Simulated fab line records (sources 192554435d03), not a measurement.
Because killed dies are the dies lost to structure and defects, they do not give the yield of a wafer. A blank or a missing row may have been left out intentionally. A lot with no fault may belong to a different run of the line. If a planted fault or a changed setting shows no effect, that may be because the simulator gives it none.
Problem report, 8D (eight disciplines) form, completed by code + flow n5 finfet + the parts of the form that need people (team, actions taken, sign-off) are left out

1. THE ISSUE
At N5_STI_FIN_REVEAL_INSPECT_13, raw defect count averages 753 over 6 wafers from 2 lots, while fault-free wafers read 13, standard deviation 5.3. So: +99 or more standard deviations from the usual mean.
The step: inspects for defects (darkfield).
Earliest sighting: wafer L735.4 on defect inspect-01 at day 5 09:59. The record holds 18 wafers of 6 lots with a number at this step. Rule for "out", or "out of limits": more than 4 standard deviations from the usual mean. The other wafers with a number count as sound.

2. WHAT THIS IS AND IS NOT
| question                    | is                     | is not                                                                   |
|-----------------------------|------------------------|--------------------------------------------------------------------------|
| which readings at this step | raw defect count       | -                                                                        |
| which lots                  | L735, L736             | L728, L729, L743, L746                                                   |
| which wafers of those lots  | all that have a number | -                                                                        |
| read on which gauges        | defect inspect-01      | defect inspect-02                                                        |
| when                        | from day 5 09:59       | up to then (6 sound wafers); but 6 sound wafers of L743, L746 came after |

3. THE SUSPECTS, EACH WITH WHAT RULES IT OUT
Counting: a tool at any process step up to the reading remains a suspect when it ran all the lots that are out and ran no sound lot after the first of those.
- the gauge at N5_STI_FIN_REVEAL_INSPECT_13: ruled out. All the wafers that are out were read on defect inspect-01, but those of them that N5_PASSIVATION_PROBE_49 has rows for are out there too, on other tools.
- rtp anneal-02 at N5_STI_FIN_REVEAL_DENSIFY_30: ruled out as a lasting fault. Sound lots L743 ran on it after its first lot that is out, L735 (day 5 06:47).
- remote plasma-02 at N5_STI_FIN_REVEAL_PRECLEAN_17 (cleans in NF3:NH3, afs cycles 1, time 20 s, sublimation time 60 s): kept. All lots that are out passed through it, beginning with L735 at day 5 09:11, and no sound lot followed; its final sound lot before that point was L729 at day 3 20:18.
- plasma asher-02 at N5_STI_FIN_REVEAL_OXIDATION_31 (chemistry O2 PLASMA REMOTE, time 20 s): kept. All lots that are out passed through it, beginning with L735 at day 5 09:22, and no sound lot followed; its final sound lot before that point was L729 at day 3 20:34.
The count leaves plasma asher-02 at N5_STI_FIN_REVEAL_OXIDATION_31 and remote plasma-02 at N5_STI_FIN_REVEAL_PRECLEAN_17.

4. THE CAUSE (what the simulator had put in)
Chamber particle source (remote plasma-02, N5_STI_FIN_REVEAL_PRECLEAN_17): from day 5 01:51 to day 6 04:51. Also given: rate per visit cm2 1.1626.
Counting left 2 suspects, and this tool is among them.

5. THE CHAIN OF EFFECTS, in route order
Each row: a reading where the mean over the struck wafers with a number is more than 3 standard deviations away from the usual. Readings are gone through only where the record gives a usual standard deviation; hours: the median, over the lots, of the time from a lot's start at the first step in this table giving one to that lot's start at this step; sigmas: the change measured in usual standard deviations.
| hours | step                         | reading              | usual  | on struck wafers | change | sigmas      |
|-------|------------------------------|----------------------|--------|------------------|--------|-------------|
| 0     | N5_STI_FIN_REVEAL_INSPECT_13 | raw defect count     | 13     | 753              | +740   | +99 or more |
| 227   | N5_PASSIVATION_PROBE_49      | defect limited yield | 91.3 % | 80.4             | -10.9  | -7.3        |
| 227   | N5_PASSIVATION_PROBE_49      | killed at front end  | 39     | 164              | +124   | +11         |
| 227   | N5_PASSIVATION_PROBE_49      | killed dies          | 102    | 231              | +129   | +7.2        |
| 227   | N5_PASSIVATION_PROBE_49      | sort_bin_5_function  | 5.1 %  | 12.5             | +7.4   | +7.4        |
| 227   | N5_PASSIVATION_PROBE_49      | sort n pass          | 1077   | 949              | -128   | -6.8        |
| 227   | N5_PASSIVATION_PROBE_49      | sort yield pct       | 91.3 % | 80.4             | -10.9  | -6.8        |
The process steps in it:
- N5_PASSIVATION_PROBE_49
Later steps that measure or inspect, where all struck wafers having a row at the step show a number for every such reading and not one has moved that far: N5_BEOL_M4_RC_MEAS_101.

6. HOW IT WOULD HAVE BEEN CAUGHT EARLIER
8 hours passed between the start of the fault at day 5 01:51 and the first reading out of limits at a measuring or inspecting step in this record, taken at day 5 09:59.
Tool readings at N5_STI_FIN_REVEAL_PRECLEAN_17 with a usual standard deviation given in the record: none out on any struck wafer, hence no alarm at a limit of 4 standard deviations on them.
Among the 2 lots that are out, L736 began N5_STI_FIN_REVEAL_PRECLEAN_17 on remote plasma-02 after day 5 09:59. Holding the tool at that time would have saved it.
